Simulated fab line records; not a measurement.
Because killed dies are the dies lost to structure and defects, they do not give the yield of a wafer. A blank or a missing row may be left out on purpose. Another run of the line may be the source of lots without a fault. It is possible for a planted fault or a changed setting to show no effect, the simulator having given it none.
Chamber matching ; flow n5-finfet ; rie-diel-05 running N5_SD_EPI_N_DESCUM_14: 4 sister chambers
The step chemistry O2, time 7.9 s. 8 wafers are shown with their chamber, then 8 later ones without.

WAFERS, EACH WITH ITS CHAMBER
wafer;chamber;throttle-valve-pct (%);drypump-motor-current-A (A)
L074.6;1;20.69;5.4
L077.6;0;20.20;5.6
L078.1;2;19.88;5.8
L078.2;1;20.69;5.4
L078.3;0;20.21;5.5
L078.5;3;20.37;5.7
L078.6;2;19.87;5.8
L085.1;3;20.38;5.7

WAFERS WITHOUT THEIR CHAMBER
wafer;throttle-valve-pct (%);drypump-motor-current-A (A)
L085.3;20.26;5.6
L085.5;19.91;5.8
L091.2;20.41;5.7
L091.3;20.74;5.4
L091.6;19.93;5.8
L093.1;20.28;5.6
L093.2;20.41;5.7
L093.4;20.43;5.7

WHICH CHAMBER EACH WENT THROUGH
wafer;from the rows above;in truth
L085.3;0;0
L085.5;2;2
L091.2;3;3
L091.3;1;1
L091.6;2;2
L093.1;0;0
L093.2;3;3
L093.4;3;3
Correct placement for 8 of the 8. Number that these rows cannot place: 0. Number placed wrongly: 0.
How it was worked out, from the rows above alone: a wafer's distance from a chamber is the root of the sum, over the readings, of the square of ((its reading less the chamber's mean) divided by the reading's scatter). If the next closest chamber is less than 2 further off than the closest, the wafer can't be placed; otherwise it belongs to the closest. For every chamber, the mean is computed from those of its wafers that are shown. How the scatter is found: for the shown wafers, subtract from each reading the mean of its chamber, square and add these, divide the total by (wafers less chambers), then take the root.
